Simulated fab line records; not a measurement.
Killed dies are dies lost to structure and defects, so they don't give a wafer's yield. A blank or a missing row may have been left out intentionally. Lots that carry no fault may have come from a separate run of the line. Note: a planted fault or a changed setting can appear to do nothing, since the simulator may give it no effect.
Which tool is to blame? ; flow nandHarc ; Sampling: 6 lots, 17 wafers, 5 of 1302 route steps

## WHAT THE GAUGES SHOWED, per wafer
NHARC_END_SORT_01.
lot;measured;on;killedDies
L654;day 27 09:52;prober-02;46 53 44
L657;day 28 05:55;prober-01;89 86 93
L659;day 29 12:07;prober-01;37 45 41
L662;day 30 21:44;prober-02;86 62 677
L664;day 31 12:59;prober-02;677 677
L667;day 32 21:48;prober-02;42 56 55

## WHICH TOOL RAN EACH LOT (tool, then ch and the chambers of the sampled wafers, then the start)
lot;NHARC_A_STAIRCASE_ETCH_21;NHARC_A_STAIRCASE_TRIM_22;NHARC_A_STAIRCASE_ETCH_23;NHARC_A_STAIRCASE_STRIP_175
L654;rieDiel-12 ch 1,3, day 18 10:01;rieDiel-12 ch 1,2,3, day 18 10:53 or earlier;rieDiel-12 ch 0,1,3, day 18 10:53 or earlier;plasmaAsher-01 ch 0,1, day 18 10:53
L657;rieDiel-02 ch 0,1, day 20 00:41;rieDiel-02 ch 0,1, day 20 01:40 or earlier;rieDiel-02 ch 1,2, day 20 01:40 or earlier;plasmaAsher-02 ch 1, day 20 01:40
L659;rieDiel-12 ch 0,2,3, day 20 18:44;rieDiel-12 ch 0,2,3, day 20 20:10 or earlier;rieDiel-12 ch 0,2,3, day 20 20:10 or earlier;plasmaAsher-02 ch 0,1, day 20 20:10
L662;rieDiel-02 ch 0,2, day 22 04:20;rieDiel-02 ch 0,1, day 22 05:25 or earlier;rieDiel-02 ch 0,2,3, day 22 05:25 or earlier;plasmaAsher-01 ch 0,1, day 22 05:25
L664;rieDiel-02 ch 1,2, day 22 17:05;rieDiel-02 ch 0,1, day 22 18:25 or earlier;rieDiel-02 ch 0,2, day 22 18:25 or earlier;plasmaAsher-02 ch 0, day 22 18:25
L667;rieDiel-13 ch 1,2,3, day 24 12:05;rieDiel-13 ch 0,1,3, day 24 13:00 or earlier;rieDiel-13 ch 0,1,2, day 24 13:00 or earlier;plasmaAsher-01 ch 0,1, day 24 13:00
- NHARC_A_STAIRCASE_ETCH_21: etches the open film in C4F8/O2, target depth 100 nm, time 40.5 s.
- NHARC_A_STAIRCASE_TRIM_22: chemistry O2, time 211.2 s.
- NHARC_A_STAIRCASE_ETCH_23: etches the open film in C4F8/O2, target depth 100 nm, time 40.5 s.
- NHARC_A_STAIRCASE_STRIP_175: strips in O2.

## THE ANSWER, worked out from the rows above alone
Rule: usual is defined by the lots themselves. Put in order of their means at a reading, lots are off if they are a third of the lots or fewer, leave a main group of 4 or more, and stand apart from it by a gap of 3 or more times the standard deviation of the main group's means; of several such gaps the widest counts. The tables above print the reading to a certain number of digits; a main group whose means all agree to those digits is not used. Also off: a lot with no number at a reading for which 4 or more lots have one. Where the step has rows for the other lots, those lots are counted as sound.
Off: L662, L664 (NHARC_END_SORT_01, killedDies). The main group: mean 57, standard deviation 19.
A tool fits if, at a process step before that reading, it ran every lot that is off, and no sound lot after the first of them. Gauges at NHARC_END_SORT_01: tried the same way as those tools. NHARC_A_STAIRCASE_TRIM_22: start missing for some lots; hours and lot order therefore follow NHARC_A_STAIRCASE_STRIP_175. NHARC_A_STAIRCASE_ETCH_23: start missing for some lots; hours and lot order therefore follow NHARC_A_STAIRCASE_STRIP_175. One candidate fits, namely rieDiel-02 at NHARC_A_STAIRCASE_ETCH_21 and NHARC_A_STAIRCASE_TRIM_22 and NHARC_A_STAIRCASE_ETCH_23. At NHARC_A_STAIRCASE_ETCH_21 its last sound lot is L657 (day 20 00:41), its first lot that is off L662 (day 22 04:20): a fault that began between those two fits.

## WHAT THE SIMULATOR HAD PUT IN
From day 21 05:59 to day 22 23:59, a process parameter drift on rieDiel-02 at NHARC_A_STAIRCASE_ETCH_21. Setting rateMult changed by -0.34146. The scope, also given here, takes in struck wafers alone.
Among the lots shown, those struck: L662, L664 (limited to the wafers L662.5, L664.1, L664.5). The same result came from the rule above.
